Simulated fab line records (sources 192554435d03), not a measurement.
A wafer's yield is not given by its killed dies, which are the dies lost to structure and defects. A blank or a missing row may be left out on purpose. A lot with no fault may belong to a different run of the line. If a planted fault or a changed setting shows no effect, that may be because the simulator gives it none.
fab line records / flow n5_finfet
record lots=7 wafers=39
route steps=1938 shown MOL_CONTACT_COAG@599
start_h: hours from the record's first day to the start of the lot's first wafer shown / wait_h: hours from the lot's prior step to this one / " as in the row above / L1.1+2: a single row standing in for several wafers / - either no value or no given start / * or withheld: withheld / < > ~ a bound
route shown NAME@n: NAME is a module with steps in the file, n the number in the route of the first one / usual: mean and standard deviation over wafers with no fault / same: alike in all rows / chamber/n: place in a boat / sites: the reading at each site / _std_site: standard deviation across them / _edge_site: mean of outer sites minus mean of inner sites / radius_mm: how far each site lies from the wafer's centre / mask NAME#n: copy n / behind: the last tool/chamber to shape the wafer / hold: the reason the lot was held/the length of the hold in hours/how it ended / device: transistor that didn't switch, given as n, p or np / end of line: tests of these same wafers at the route's end / a step without rows: its recipe alone / killed: dies that structure and defects cost at the first sort, which is not the same as the wafer's yield / map: a wafer's dies, x killed, . not, _ none there
set.NAME: the setting as run; set.NAME@STEP: as run at that earlier step / model.NAME: the simulator's own value behind a step, which no gauge read
lots where settings were altered on purpose, with a table for each step and a row for each wafer
## steps
# step N5_MOL_CONTACT_COAG_EXPOSE_37
# recipe mask_id=VD na=0.33 source_shape=annular sigma_inner=0.3 sigma_outer=0.7 polarization=unpolarized defocus_nm=0 dose_mj=62
lot.wafer=L078.1+3+5 tool=euv_scanner-02 chamber=0 start_h=127.45 wait_h=- mask=VD#0 set.dose_mj=58.69
lot.wafer=L078.2+4+6 tool=euv_scanner-02 chamber=0 start_h=127.45 wait_h=- mask=VD#0 set.dose_mj=62
lot.wafer=L083.1+4+6 tool=euv_scanner-01 chamber=0 start_h=149.95 wait_h=- mask=VD#0 set.dose_mj=65.95
lot.wafer=L083.2+3+5 tool=euv_scanner-01 chamber=0 start_h=149.95 wait_h=- mask=VD#0 set.dose_mj=62
lot.wafer=L087.1+2+3 tool=euv_scanner-01 chamber=0 start_h=176.94 wait_h=- mask=VD#0 set.dose_mj=62
lot.wafer=L087.4+5+6 tool=euv_scanner-01 chamber=0 start_h=176.94 wait_h=- mask=VD#0 set.dose_mj=60.45
lot.wafer=L089.1+5+6 tool=euv_scanner-01 chamber=0 start_h=191.37 wait_h=- mask=VD#0 set.dose_mj=58.46
lot.wafer=L089.2+3+4 tool=euv_scanner-01 chamber=0 start_h=191.37 wait_h=- mask=VD#0 set.dose_mj=62
lot.wafer=L092.1+2+3+4+5+6 tool=euv_scanner-02 chamber=0 start_h=210.23 wait_h=- mask=VD#0 set.dose_mj=62
lot.wafer=L094.1+3+6 tool=euv_scanner-01 chamber=0 start_h=222.93 wait_h=- mask=VD#0 set.dose_mj=62
lot.wafer=L097.1+2+3+4+5+6 tool=euv_scanner-02 chamber=0 start_h=241.09 wait_h=- mask=VD#0 set.dose_mj=62
# step N5_MOL_CONTACT_COAG_PEB_38
# recipe peb_temp_c=100 peb_time_s=60 resist=CAR-EUV
# step N5_MOL_CONTACT_COAG_DEVELOP_39
# recipe develop_time_s=30 developer=TMAH resist=CAR-EUV rinse_liquid=surfactant_rinse dry=air_spin dev_temp_c=23
# step N5_MOL_CONTACT_COAG_CD_MEAS_40
# recipe target_cd_nm=25.1 landing_energy_ev=500 detector=se_inlens polarity=opening
# usual cd_nm=25.02/0.25
lot.wafer=L078.1 tool=cd_sem-03 chamber=0 start_h=127.60 wait_h=- set.dose_mj@MOL_CONTACT_COAG_EXPOSE_37=58.69 cd_nm=24.27
lot.wafer=L078.2 tool=cd_sem-03 chamber=0 start_h=127.60 wait_h=- set.dose_mj@MOL_CONTACT_COAG_EXPOSE_37=62 cd_nm=24.74
lot.wafer=L078.3 tool=cd_sem-03 chamber=0 start_h=127.60 wait_h=- set.dose_mj@MOL_CONTACT_COAG_EXPOSE_37=58.69 cd_nm=24.00
lot.wafer=L078.4 tool=cd_sem-03 chamber=0 start_h=127.60 wait_h=- set.dose_mj@MOL_CONTACT_COAG_EXPOSE_37=62 cd_nm=24.82
lot.wafer=L078.5 tool=cd_sem-03 chamber=0 start_h=127.60 wait_h=- set.dose_mj@MOL_CONTACT_COAG_EXPOSE_37=58.69 cd_nm=24.08
lot.wafer=L078.6 tool=cd_sem-03 chamber=0 start_h=127.60 wait_h=- set.dose_mj@MOL_CONTACT_COAG_EXPOSE_37=62 cd_nm=24.71
lot.wafer=L083.1 tool=cd_sem-02 chamber=0 start_h=150.10 wait_h=- set.dose_mj@MOL_CONTACT_COAG_EXPOSE_37=65.95 cd_nm=26.07
lot.wafer=L083.2 tool=cd_sem-02 chamber=0 start_h=150.10 wait_h=- set.dose_mj@MOL_CONTACT_COAG_EXPOSE_37=62 cd_nm=25.18
lot.wafer=L083.3 tool=cd_sem-02 chamber=0 start_h=150.10 wait_h=- set.dose_mj@MOL_CONTACT_COAG_EXPOSE_37=62 cd_nm=25.32
lot.wafer=L083.4 tool=cd_sem-02 chamber=0 start_h=150.10 wait_h=- set.dose_mj@MOL_CONTACT_COAG_EXPOSE_37=65.95 cd_nm=26.14
lot.wafer=L083.5 tool=cd_sem-02 chamber=0 start_h=150.10 wait_h=- set.dose_mj@MOL_CONTACT_COAG_EXPOSE_37=62 cd_nm=25.05
lot.wafer=L083.6 tool=cd_sem-02 chamber=0 start_h=150.10 wait_h=- set.dose_mj@MOL_CONTACT_COAG_EXPOSE_37=65.95 cd_nm=26.18
lot.wafer=L087.1 tool=cd_sem-02 chamber=0 start_h=177.08 wait_h=- set.dose_mj@MOL_CONTACT_COAG_EXPOSE_37=62 cd_nm=25.10
lot.wafer=L087.2 tool=cd_sem-02 chamber=0 start_h=177.08 wait_h=- set.dose_mj@MOL_CONTACT_COAG_EXPOSE_37=62 cd_nm=25.18
lot.wafer=L087.3 tool=cd_sem-02 chamber=0 start_h=177.08 wait_h=- set.dose_mj@MOL_CONTACT_COAG_EXPOSE_37=62 cd_nm=25.11
lot.wafer=L087.4 tool=cd_sem-02 chamber=0 start_h=177.08 wait_h=- set.dose_mj@MOL_CONTACT_COAG_EXPOSE_37=60.45 cd_nm=24.53
lot.wafer=L087.5 tool=cd_sem-02 chamber=0 start_h=177.08 wait_h=- set.dose_mj@MOL_CONTACT_COAG_EXPOSE_37=60.45 cd_nm=24.49
lot.wafer=L087.6 tool=cd_sem-02 chamber=0 start_h=177.08 wait_h=- set.dose_mj@MOL_CONTACT_COAG_EXPOSE_37=60.45 cd_nm=24.32
lot.wafer=L089.1 tool=cd_sem-01 chamber=0 start_h=191.51 wait_h=- set.dose_mj@MOL_CONTACT_COAG_EXPOSE_37=58.46 cd_nm=23.81
lot.wafer=L089.2 tool=cd_sem-01 chamber=0 start_h=191.51 wait_h=- set.dose_mj@MOL_CONTACT_COAG_EXPOSE_37=62 cd_nm=24.99
lot.wafer=L089.3 tool=cd_sem-01 chamber=0 start_h=191.51 wait_h=- set.dose_mj@MOL_CONTACT_COAG_EXPOSE_37=62 cd_nm=24.68
lot.wafer=L089.4 tool=cd_sem-01 chamber=0 start_h=191.51 wait_h=- set.dose_mj@MOL_CONTACT_COAG_EXPOSE_37=62 cd_nm=25.27
lot.wafer=L089.5 tool=cd_sem-01 chamber=0 start_h=191.51 wait_h=- set.dose_mj@MOL_CONTACT_COAG_EXPOSE_37=58.46 cd_nm=24.00
lot.wafer=L089.6 tool=cd_sem-01 chamber=0 start_h=191.51 wait_h=- set.dose_mj@MOL_CONTACT_COAG_EXPOSE_37=58.46 cd_nm=23.60
lot.wafer=L092.1 tool=cd_sem-02 chamber=0 start_h=210.38 wait_h=- set.dose_mj@MOL_CONTACT_COAG_EXPOSE_37=62 cd_nm=25.53
lot.wafer=L092.2 tool=cd_sem-02 chamber=0 start_h=210.38 wait_h=- set.dose_mj@MOL_CONTACT_COAG_EXPOSE_37=62 cd_nm=25.09
lot.wafer=L092.3 tool=cd_sem-02 chamber=0 start_h=210.38 wait_h=- set.dose_mj@MOL_CONTACT_COAG_EXPOSE_37=62 cd_nm=25.15
lot.wafer=L092.4 tool=cd_sem-02 chamber=0 start_h=210.38 wait_h=- set.dose_mj@MOL_CONTACT_COAG_EXPOSE_37=62 cd_nm=25.39
lot.wafer=L092.5 tool=cd_sem-02 chamber=0 start_h=210.38 wait_h=- set.dose_mj@MOL_CONTACT_COAG_EXPOSE_37=62 cd_nm=25.15
lot.wafer=L092.6 tool=cd_sem-02 chamber=0 start_h=210.38 wait_h=- set.dose_mj@MOL_CONTACT_COAG_EXPOSE_37=62 cd_nm=25.07
lot.wafer=L094.1 tool=cd_sem-02 chamber=0 start_h=223.08 wait_h=- set.dose_mj@MOL_CONTACT_COAG_EXPOSE_37=62 cd_nm=25.52
lot.wafer=L094.3 tool=cd_sem-02 chamber=0 start_h=223.08 wait_h=- set.dose_mj@MOL_CONTACT_COAG_EXPOSE_37=62 cd_nm=25.13
lot.wafer=L094.6 tool=cd_sem-02 chamber=0 start_h=223.08 wait_h=- set.dose_mj@MOL_CONTACT_COAG_EXPOSE_37=62 cd_nm=25.55
lot.wafer=L097.1 tool=cd_sem-03 chamber=0 start_h=241.24 wait_h=- set.dose_mj@MOL_CONTACT_COAG_EXPOSE_37=62 cd_nm=25.30
lot.wafer=L097.2 tool=cd_sem-03 chamber=0 start_h=241.24 wait_h=- set.dose_mj@MOL_CONTACT_COAG_EXPOSE_37=62 cd_nm=25.46
lot.wafer=L097.3 tool=cd_sem-03 chamber=0 start_h=241.24 wait_h=- set.dose_mj@MOL_CONTACT_COAG_EXPOSE_37=62 cd_nm=25.29
lot.wafer=L097.4 tool=cd_sem-03 chamber=0 start_h=241.24 wait_h=- set.dose_mj@MOL_CONTACT_COAG_EXPOSE_37=62 cd_nm=25.01
lot.wafer=L097.5 tool=cd_sem-03 chamber=0 start_h=241.24 wait_h=- set.dose_mj@MOL_CONTACT_COAG_EXPOSE_37=62 cd_nm=24.99
lot.wafer=L097.6 tool=cd_sem-03 chamber=0 start_h=241.24 wait_h=- set.dose_mj@MOL_CONTACT_COAG_EXPOSE_37=62 cd_nm=24.93
## key
split step=N5_MOL_CONTACT_COAG_EXPOSE_37 setting=dose_mj stated=62 by=wafer
response step=N5_MOL_CONTACT_COAG_CD_MEAS_40 reading=cd_nm change=+0.166 per=1% r=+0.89
